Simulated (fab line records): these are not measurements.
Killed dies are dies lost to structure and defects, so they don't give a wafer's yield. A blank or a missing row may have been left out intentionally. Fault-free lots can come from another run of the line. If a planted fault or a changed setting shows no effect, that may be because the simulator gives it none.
fab line records :: flow n5Finfet :: part 2 of 2: steps 19 to 29 of 29
record
  lots=5
  wafers=15
  lastDay=17
route steps=1938 shown HKMG_FIN@454 GATE_CUT@465
lots that met no fault: taken from a fault-free run of the same line
startH: hours from the record's opening day to when the first of the lot's shown wafers began :: waitH: hours elapsed since this lot's preceding step :: " unchanged from the row above :: L1.1+2: several wafers, shown together as one row :: - no value, or no start given :: * or withheld: withheld :: < > ~ a bound
route shown NAME@n: names a module that has steps shown in the file, with the first one's number in the route :: usual: mean/standard deviation of fault-free wafers :: same: alike in all rows :: chamber/n: place in a boat :: sites: readings site by site :: _std_site: the standard deviation of these :: _edge_site: outer sites' mean less inner sites' :: radiusMm: how far each site lies from the wafer's centre :: mask NAME#n: copy n :: behind: the most recent tool/chamber to have shaped the wafer :: hold: why the lot went on hold/how many hours it stayed there/how the hold came to an end :: device: whichever transistor did not switch (one of n, p or np) :: end of line: tests of these same wafers at the route's end :: a step given without rows: its recipe and nothing more :: killed: the dies lost at the first sort to structure and to defects; this is not the yield of the wafer :: map: a wafer's dies, marking killed ones x, the rest . and places with no die _
set.NAME: setting as actually run; set.NAME@STEP: the setting as run at that earlier step :: model.NAME: the simulator's own value behind a step, which no gauge read
lots at selected steps of the route; one table per step, one row per wafer
services: when a tool's chamber went out of use (startH, in hours from the record's first day, below 0 if earlier), for how many hours, and the reason
## steps
# step N5_GATE_CUT_SAC_CAP_01
# recipe
  material=SiNx
  targetThkA=240
  tempC=400
  aldPrecursorFamily=SiH2I2
  aldCoReactant=N2/H2-plasma
  pulseTimeS=1
  aldCycles=480
  purgeTimeS=2
  coReactantPurgeTimeS=2
  pressureTorr=2
# usual
  heaterPowerW=848/84
  precursorPulseHeightRel=1.002/0.019
# same
  pulseTimeS=1
lot.wafer: L074.1
tool: aldSin-02
chamber: 2
startH: 86.32
waitH: 0.0
heaterPowerW: 882
precursorPulseHeightRel: 1.000

lot.wafer: L074.4
tool: aldSin-02
chamber: 3
startH: 87.40
waitH: 1.1
heaterPowerW: 783
precursorPulseHeightRel: 1.004

lot.wafer: L074.5
tool: aldSin-02
chamber: 1
startH: 87.40
waitH: 1.1
heaterPowerW: 839
precursorPulseHeightRel: 0.969

lot.wafer: L075.4
tool: aldSin-02
chamber: 1
startH: 91.80
waitH: 0.1
heaterPowerW: 817
precursorPulseHeightRel: 1.004

lot.wafer: L075.5
tool: aldSin-02
chamber: 2
startH: 92.89
waitH: 1.2
heaterPowerW: 876
precursorPulseHeightRel: 1.000

lot.wafer: L075.6
tool: aldSin-02
chamber: 1
startH: 92.89
waitH: 1.2
heaterPowerW: 822
precursorPulseHeightRel: 0.975

lot.wafer: L082.1
tool: aldSin-04
chamber: 2
startH: 127.73
waitH: 0.0
heaterPowerW: 959
precursorPulseHeightRel: 1.040

lot.wafer: L082.2
tool: aldSin-04
chamber: 1
startH: 127.73
waitH: 0.0
heaterPowerW: 699
precursorPulseHeightRel: 0.983

lot.wafer: L082.6
tool: aldSin-04
chamber: 0
startH: 128.82
waitH: 1.1
heaterPowerW: 958
precursorPulseHeightRel: 1.011

lot.wafer: L086.2
tool: aldSin-02
chamber: 3
startH: 153.85
waitH: 0.8
heaterPowerW: 777
precursorPulseHeightRel: 0.996

lot.wafer: L086.4
tool: aldSin-02
chamber: 0
startH: 153.85
waitH: 0.8
heaterPowerW: 893
precursorPulseHeightRel: 1.031

lot.wafer: L086.6
tool: aldSin-02
chamber: 1
startH: 154.94
waitH: 1.8
heaterPowerW: 835
precursorPulseHeightRel: 1.018

lot.wafer: L095.1
tool: aldSin-04
chamber: 1
startH: 207.11
waitH: 0.0
heaterPowerW: 715
precursorPulseHeightRel: 0.988

lot.wafer: L095.3
tool: aldSin-04
chamber: 0
startH: 207.11
waitH: 0.0
heaterPowerW: 969
precursorPulseHeightRel: 0.991

lot.wafer: L095.5
tool: aldSin-04
chamber: 2
startH: 208.19
waitH: 1.1
heaterPowerW: 876
precursorPulseHeightRel: 1.031
# step N5_GATE_CUT_PECVD_57
# recipe
  material=SiNx
  targetThkA=210
  tempC=400
  precursor=SiH4/NH3/N2
  pressureTorr=1.5
  rfW=300
# usual
  heaterPowerW=749/90
  showerheadPlenumPTorr=5.19/0.04
  throttleValvePct=40.2/2
lot.wafer: L074.1
tool: pecvd-02
chamber: 1
startH: 88.51
waitH: 1.1
heaterPowerW: 724
showerheadPlenumPTorr: 5.22
throttleValvePct: 38.2

lot.wafer: L074.4
tool: pecvd-02
chamber: 1
startH: 88.51
waitH: 1.1
heaterPowerW: 728
showerheadPlenumPTorr: 5.22
throttleValvePct: 37.9

lot.wafer: L074.5
tool: pecvd-02
chamber: 0
startH: 88.51
waitH: 1.1
heaterPowerW: 837
showerheadPlenumPTorr: 5.23
throttleValvePct: 39.9

lot.wafer: L075.4
tool: pecvd-03
chamber: 0
startH: 94.02
waitH: 1.1
heaterPowerW: 729
showerheadPlenumPTorr: 5.20
throttleValvePct: 44.5

lot.wafer: L075.5
tool: pecvd-03
chamber: 1
startH: 94.02
waitH: 1.1
heaterPowerW: 857
showerheadPlenumPTorr: 5.22
throttleValvePct: 39.6

lot.wafer: L075.6
tool: pecvd-03
chamber: 2
startH: 94.02
waitH: 1.1
heaterPowerW: 589
showerheadPlenumPTorr: 5.22
throttleValvePct: 39.2

lot.wafer: L082.1
tool: pecvd-03
chamber: 2
startH: 129.93
waitH: 1.1
heaterPowerW: 620
showerheadPlenumPTorr: 5.22
throttleValvePct: 39.3

lot.wafer: L082.2
tool: pecvd-03
chamber: 1
startH: 129.93
waitH: 1.1
heaterPowerW: 820
showerheadPlenumPTorr: 5.22
throttleValvePct: 39.8

lot.wafer: L082.6
tool: pecvd-03
chamber: 0
startH: 129.93
waitH: 1.1
heaterPowerW: 724
showerheadPlenumPTorr: 5.19
throttleValvePct: 44.5

lot.wafer: L086.2
tool: pecvd-03
chamber: 2
startH: 156.05
waitH: 1.1
heaterPowerW: 683
showerheadPlenumPTorr: 5.21
throttleValvePct: 39.4

lot.wafer: L086.4
tool: pecvd-03
chamber: 2
startH: 156.05
waitH: 1.1
heaterPowerW: 697
showerheadPlenumPTorr: 5.21
throttleValvePct: 39.3

lot.wafer: L086.6
tool: pecvd-03
chamber: 0
startH: 156.05
waitH: 1.1
heaterPowerW: 661
showerheadPlenumPTorr: 5.18
throttleValvePct: 44.2

lot.wafer: L095.1
tool: pecvd-02
chamber: 1
startH: 209.30
waitH: 1.1
heaterPowerW: 742
showerheadPlenumPTorr: 5.23
throttleValvePct: 38.2

lot.wafer: L095.3
tool: pecvd-02
chamber: 0
startH: 209.30
waitH: 1.1
heaterPowerW: 818
showerheadPlenumPTorr: 5.23
throttleValvePct: 40.8

lot.wafer: L095.5
tool: pecvd-02
chamber: 1
startH: 209.30
waitH: 1.1
heaterPowerW: 760
showerheadPlenumPTorr: 5.21
throttleValvePct: 38.3
# step N5_GATE_CUT_CMP_02
# recipe
  stopOn=SiO2
  tOverpolishS=12.7
  postCmpClean=alkalineBrush
  downForcePsi=2.5
  platenRpm=51.8
  padVelocityMS=1.0307
  targetThkNm=0
# usual
  headPressurePsi=2.500/0.0055
  motorCurrentA=9.0/0.83
  overpolishRunS=12.699/0.0087
  slurryFilterDpKPa=13.48/0.15
  timeToEndpointS=24.4/2.3
lot.wafer: L074.4
tool: cmp-03
chamber: 1
startH: 88.58
waitH: 0.0
headPressurePsi: 2.491
motorCurrentA: 9.3
overpolishRunS: 12.695
slurryFilterDpKPa: 13.58
timeToEndpointS: 28.4

lot.wafer: L074.1
tool: cmp-03
chamber: 3
startH: 88.58
waitH: 0.0
headPressurePsi: 2.498
motorCurrentA: 8.0
overpolishRunS: 12.696
slurryFilterDpKPa: 13.69
timeToEndpointS: 24.2

lot.wafer: L074.5
tool: cmp-03
chamber: 2
startH: 88.58
waitH: 0.0
headPressurePsi: 2.496
motorCurrentA: 7.9
overpolishRunS: 12.709
slurryFilterDpKPa: 13.45
timeToEndpointS: 25.9

lot.wafer: L075.4
tool: cmp-03
chamber: 0
startH: 94.15
waitH: 0.1
headPressurePsi: 2.497
motorCurrentA: 10.5
overpolishRunS: 12.705
slurryFilterDpKPa: 13.56
timeToEndpointS: 28.5

lot.wafer: L075.5
tool: cmp-03
chamber: 2
startH: 94.15
waitH: 0.1
headPressurePsi: 2.503
motorCurrentA: 7.5
overpolishRunS: 12.705
slurryFilterDpKPa: 13.61
timeToEndpointS: 29.3

lot.wafer: L075.6
tool: cmp-03
chamber: 3
startH: 94.15
waitH: 0.1
headPressurePsi: 2.496
motorCurrentA: 7.9
overpolishRunS: 12.696
slurryFilterDpKPa: 13.49
timeToEndpointS: 28.5

lot.wafer: L082.2
tool: cmp-03
chamber: 2
startH: 130.04
waitH: 0.1
headPressurePsi: 2.495
motorCurrentA: 8.5
overpolishRunS: 12.691
slurryFilterDpKPa: 13.56
timeToEndpointS: 22.5

lot.wafer: L082.1
tool: cmp-03
chamber: 3
startH: 130.04
waitH: 0.1
headPressurePsi: 2.506
motorCurrentA: 8.0
overpolishRunS: 12.692
slurryFilterDpKPa: 13.43
timeToEndpointS: 21.3

lot.wafer: L082.6
tool: cmp-03
chamber: 2
startH: 130.04
waitH: 0.1
headPressurePsi: 2.496
motorCurrentA: 7.7
overpolishRunS: 12.683
slurryFilterDpKPa: 13.63
timeToEndpointS: 27.5

lot.wafer: L086.2
tool: cmp-03
chamber: 0
startH: 156.20
waitH: 0.1
headPressurePsi: 2.506
motorCurrentA: 10.4
overpolishRunS: 12.705
slurryFilterDpKPa: 13.45
timeToEndpointS: 20.5

lot.wafer: L086.4
tool: cmp-03
chamber: 1
startH: 156.20
waitH: 0.1
headPressurePsi: 2.506
motorCurrentA: 9.0
overpolishRunS: 12.692
slurryFilterDpKPa: 13.53
timeToEndpointS: 20.5

lot.wafer: L086.6
tool: cmp-03
chamber: 3
startH: 156.20
waitH: 0.1
headPressurePsi: 2.509
motorCurrentA: 8.0
overpolishRunS: 12.702
slurryFilterDpKPa: 13.26
timeToEndpointS: 20.4

lot.wafer: L095.1
tool: cmp-04
chamber: 3
startH: 209.37
waitH: 0.1
headPressurePsi: 2.500
motorCurrentA: 9.1
overpolishRunS: 12.694
slurryFilterDpKPa: 13.49
timeToEndpointS: 24.5

lot.wafer: L095.3
tool: cmp-04
chamber: 2
startH: 209.37
waitH: 0.1
headPressurePsi: 2.511
motorCurrentA: 9.7
overpolishRunS: 12.707
slurryFilterDpKPa: 13.68
timeToEndpointS: 22.6

lot.wafer: L095.5
tool: cmp-04
chamber: 0
startH: 209.37
waitH: 0.1
headPressurePsi: 2.507
motorCurrentA: 8.2
overpolishRunS: 12.687
slurryFilterDpKPa: 13.65
timeToEndpointS: 25.6
# step N5_GATE_CUT_HM_DEP_46
# recipe
  material=SiO2
  targetThkA=1300
  tempC=400
  precursor=TEOS/O2
  pressureTorr=6.5
  rfW=900
  teosFlowSccm=161.4
  gas=O2
  flowSccm=2650
  timeS=26.6
# usual
  heaterPowerW=542/98
  showerheadPlenumPTorr=8.354/0.03
  throttleValvePct=19.0/0.81
lot.wafer: L074.1
tool: pecvd-01
chamber: 0
startH: 88.92
waitH: 0.0
heaterPowerW: 544
showerheadPlenumPTorr: 8.313
throttleValvePct: 18.0

lot.wafer: L074.4
tool: pecvd-01
chamber: 0
startH: 88.92
waitH: 0.0
heaterPowerW: 563
showerheadPlenumPTorr: 8.331
throttleValvePct: 18.2

lot.wafer: L074.5
tool: pecvd-01
chamber: 2
startH: 88.92
waitH: 0.0
heaterPowerW: 476
showerheadPlenumPTorr: 8.326
throttleValvePct: 19.5

lot.wafer: L075.4
tool: pecvd-02
chamber: 2
startH: 94.43
waitH: 0.1
heaterPowerW: 575
showerheadPlenumPTorr: 8.327
throttleValvePct: 18.0

lot.wafer: L075.5
tool: pecvd-02
chamber: 1
startH: 94.43
waitH: 0.1
heaterPowerW: 504
showerheadPlenumPTorr: 8.397
throttleValvePct: 17.8

lot.wafer: L075.6
tool: pecvd-02
chamber: 0
startH: 94.43
waitH: 0.1
heaterPowerW: 713
showerheadPlenumPTorr: 8.384
throttleValvePct: 18.8

lot.wafer: L082.1
tool: pecvd-01
chamber: 1
startH: 130.33
waitH: 0.0
heaterPowerW: 649
showerheadPlenumPTorr: 8.368
throttleValvePct: 19.6

lot.wafer: L082.2
tool: pecvd-01
chamber: 0
startH: 130.33
waitH: 0.0
heaterPowerW: 516
showerheadPlenumPTorr: 8.335
throttleValvePct: 18.5

lot.wafer: L082.6
tool: pecvd-01
chamber: 2
startH: 130.33
waitH: 0.0
heaterPowerW: 473
showerheadPlenumPTorr: 8.330
throttleValvePct: 19.7

lot.wafer: L086.2
tool: pecvd-01
chamber: 1
startH: 156.45
waitH: 0.0
heaterPowerW: 730
showerheadPlenumPTorr: 8.353
throttleValvePct: 19.3

lot.wafer: L086.4
tool: pecvd-01
chamber: 1
startH: 156.45
waitH: 0.0
heaterPowerW: 710
showerheadPlenumPTorr: 8.336
throttleValvePct: 19.2

lot.wafer: L086.6
tool: pecvd-01
chamber: 2
startH: 156.45
waitH: 0.0
heaterPowerW: 445
showerheadPlenumPTorr: 8.329
throttleValvePct: 19.5

lot.wafer: L095.1
tool: pecvd-01
chamber: 0
startH: 209.70
waitH: 0.0
heaterPowerW: 665
showerheadPlenumPTorr: 8.318
throttleValvePct: 18.2

lot.wafer: L095.3
tool: pecvd-01
chamber: 1
startH: 209.70
waitH: 0.0
heaterPowerW: 610
showerheadPlenumPTorr: 8.388
throttleValvePct: 19.3

lot.wafer: L095.5
tool: pecvd-01
chamber: 0
startH: 209.70
waitH: 0.0
heaterPowerW: 650
showerheadPlenumPTorr: 8.296
throttleValvePct: 18.3
# step N5_GATE_CUT_COAT_34
# recipe
  resist=SOC
  tempC=250
  timeS=60
  spinRpm=1500
  resistThkNm=60
lot.wafer: L074.1+4+5
tool: lithoTrack-01
chamber: 0
startH: 88.98
waitH: 0.0

lot.wafer: L075.4+5+6
tool: lithoTrack-01
chamber: 0
startH: 94.47
waitH: 0.0

lot.wafer: L082.1+2+6
tool: lithoTrack-02
chamber: 0
startH: 130.40
waitH: 0.0

lot.wafer: L086.2+4+6
tool: lithoTrack-01
chamber: 0
startH: 156.52
waitH: 0.0

lot.wafer: L095.1+3+5
tool: lithoTrack-05
chamber: 0
startH: 209.77
waitH: 0.0
# step N5_GATE_CUT_COAT_35
# recipe
  resist=SiARC
  tempC=220
  timeS=60
  spinRpm=1500
  resistThkNm=10
lot.wafer: L074.1+4+5
tool: lithoTrack-01
chamber: 0
startH: -
waitH: -

lot.wafer: L075.4+5+6
tool: lithoTrack-01
chamber: 0
startH: -
waitH: -

lot.wafer: L082.1+2+6
tool: lithoTrack-02
chamber: 0
startH: -
waitH: -

lot.wafer: L086.2+4+6
tool: lithoTrack-01
chamber: 0
startH: -
waitH: -

lot.wafer: L095.1+3+5
tool: lithoTrack-05
chamber: 0
startH: -
waitH: -
# step N5_GATE_CUT_COAT_27
# recipe
  resist=underlayer
  tempC=205
  timeS=60
  spinRpm=1500
  resistThkNm=10
lot.wafer: L074.1+4+5
tool: lithoTrack-01
chamber: 0
startH: -
waitH: -

lot.wafer: L075.4+5+6
tool: lithoTrack-01
chamber: 0
startH: -
waitH: -

lot.wafer: L082.1+2+6
tool: lithoTrack-02
chamber: 0
startH: -
waitH: -

lot.wafer: L086.2+4+6
tool: lithoTrack-01
chamber: 0
startH: -
waitH: -

lot.wafer: L095.1+3+5
tool: lithoTrack-05
chamber: 0
startH: -
waitH: -
# step N5_GATE_CUT_COAT_07
# recipe
  resist=CAR-EUV
  spinRpm=1500
  resistThkNm=30
lot.wafer: L074.1+4+5
tool: lithoTrack-01
chamber: 0
startH: -
waitH: -

lot.wafer: L075.4+5+6
tool: lithoTrack-01
chamber: 0
startH: -
waitH: -

lot.wafer: L082.1+2+6
tool: lithoTrack-02
chamber: 0
startH: -
waitH: -

lot.wafer: L086.2+4+6
tool: lithoTrack-01
chamber: 0
startH: -
waitH: -

lot.wafer: L095.1+3+5
tool: lithoTrack-05
chamber: 0
startH: -
waitH: -
# step N5_GATE_CUT_EBR_09
# recipe
  solvent=PGMEA
  ebrWidthMm=1.5
lot.wafer: L074.1+4+5
tool: lithoTrack-01
chamber: 0
startH: -
waitH: -

lot.wafer: L075.4+5+6
tool: lithoTrack-01
chamber: 0
startH: -
waitH: -

lot.wafer: L082.1+2+6
tool: lithoTrack-02
chamber: 0
startH: -
waitH: -

lot.wafer: L086.2+4+6
tool: lithoTrack-01
chamber: 0
startH: -
waitH: -

lot.wafer: L095.1+3+5
tool: lithoTrack-05
chamber: 0
startH: -
waitH: -
# step N5_GATE_CUT_SOFTBAKE_08
# recipe
  tempC=110
  timeS=60
  resist=CAR-EUV
lot.wafer: L074.1+4+5
tool: lithoTrack-01
chamber: 0
startH: -
waitH: -

lot.wafer: L075.4+5+6
tool: lithoTrack-01
chamber: 0
startH: -
waitH: -

lot.wafer: L082.1+2+6
tool: lithoTrack-02
chamber: 0
startH: -
waitH: -

lot.wafer: L086.2+4+6
tool: lithoTrack-01
chamber: 0
startH: -
waitH: -

lot.wafer: L095.1+3+5
tool: lithoTrack-05
chamber: 0
startH: -
waitH: -
# step N5_GATE_CUT_EXPOSE_10
# recipe
  maskId=GATE_CUT
  na=0.33
  sourceShape=annular
  sigmaInner=0.35
  sigmaOuter=0.8
  polarization=unpolarized
  targetCdNm=20
  doseMj=43.25
# usual
  reticleTempC=23.01/0.1
lot.wafer: L074.1
tool: euvScanner-02
chamber: 0
startH: 89.25
waitH: -
mask: GATE_CUT#0
reticleTempC: 22.87

lot.wafer: L074.4
tool: euvScanner-02
chamber: 0
startH: 89.25
waitH: -
mask: GATE_CUT#0
reticleTempC: 23.04

lot.wafer: L074.5
tool: euvScanner-02
chamber: 0
startH: 89.25
waitH: -
mask: GATE_CUT#0
reticleTempC: 22.96

lot.wafer: L075.4
tool: euvScanner-02
chamber: 0
startH: 94.63
waitH: -
mask: GATE_CUT#0
reticleTempC: 23.14

lot.wafer: L075.5
tool: euvScanner-02
chamber: 0
startH: 94.63
waitH: -
mask: GATE_CUT#0
reticleTempC: 23.07

lot.wafer: L075.6
tool: euvScanner-02
chamber: 0
startH: 94.63
waitH: -
mask: GATE_CUT#0
reticleTempC: 23.09

lot.wafer: L082.1
tool: euvScanner-02
chamber: 0
startH: 130.54
waitH: -
mask: GATE_CUT#0
reticleTempC: 23.03

lot.wafer: L082.2
tool: euvScanner-02
chamber: 0
startH: 130.54
waitH: -
mask: GATE_CUT#0
reticleTempC: 23.00

lot.wafer: L082.6
tool: euvScanner-02
chamber: 0
startH: 130.54
waitH: -
mask: GATE_CUT#0
reticleTempC: 22.99

lot.wafer: L086.2
tool: euvScanner-01
chamber: 0
startH: 156.66
waitH: -
mask: GATE_CUT#0
reticleTempC: 23.20

lot.wafer: L086.4
tool: euvScanner-01
chamber: 0
startH: 156.66
waitH: -
mask: GATE_CUT#0
reticleTempC: 22.90

lot.wafer: L086.6
tool: euvScanner-01
chamber: 0
startH: 156.66
waitH: -
mask: GATE_CUT#0
reticleTempC: 23.05

lot.wafer: L095.1
tool: euvScanner-01
chamber: 0
startH: 209.91
waitH: -
mask: GATE_CUT#0
reticleTempC: 23.14

lot.wafer: L095.3
tool: euvScanner-01
chamber: 0
startH: 209.91
waitH: -
mask: GATE_CUT#0
reticleTempC: 23.17

lot.wafer: L095.5
tool: euvScanner-01
chamber: 0
startH: 209.91
waitH: -
mask: GATE_CUT#0
reticleTempC: 22.98
## services
tool: plasmaAsher-02
chamber: -
startH: 61.55
hours: 14.6
kind: pm

tool: aldSin-04
chamber: -
startH: 66.64
hours: 0.6
kind: repair

tool: wetBench-03
chamber: -
startH: 78.69
hours: 1.1
kind: repair

tool: euvScanner-02
chamber: -
startH: 79.23
hours: 0.6
kind: repair

tool: rieDiel-06
chamber: 3
startH: 81.36
hours: 10.5
kind: repair

tool: aldSin-02
chamber: 0
startH: 83.73
hours: 3.5
kind: repair

tool: rieDiel-04
chamber: 0
startH: 85.45
hours: 2.4
kind: repair

tool: cmp-04
chamber: -
startH: 89.89
hours: 0.8
kind: repair

tool: cmp-04
chamber: -
startH: 100.86
hours: 1.2
kind: repair

tool: cmp-03
chamber: -
startH: 106.39
hours: 1.6
kind: repair

tool: aldSin-02
chamber: 0
startH: 108.34
hours: 6.2
kind: repair

tool: cmp-03
chamber: -
startH: 120.56
hours: 4.7
kind: pm

tool: cmp-03
chamber: -
startH: 133.54
hours: 4.0
kind: repair

tool: plasmaAsher-02
chamber: -
startH: 139.38
hours: 4.3
kind: pm

tool: aldSin-02
chamber: -
startH: 141.74
hours: 6.1
kind: pm

tool: euvScanner-02
chamber: -
startH: 143.60
hours: 2.5
kind: repair

tool: rieDiel-04
chamber: 0
startH: 150.26
hours: 5.2
kind: repair

tool: euvScanner-02
chamber: -
startH: 153.10
hours: 63.5
kind: repair

tool: cmp-03
chamber: -
startH: 167.87
hours: 1.6
kind: repair

tool: rieDiel-06
chamber: 1
startH: 175.19
hours: 8.7
kind: repair

tool: cmp-03
chamber: -
startH: 181.19
hours: 5.3
kind: repair

tool: plasmaAsher-02
chamber: -
startH: 189.71
hours: 1.6
kind: repair

tool: cmp-03
chamber: -
startH: 208.50
hours: 1.8
kind: repair

tool: rieMetal-03
chamber: -
startH: 208.83
hours: 0.7
kind: repair
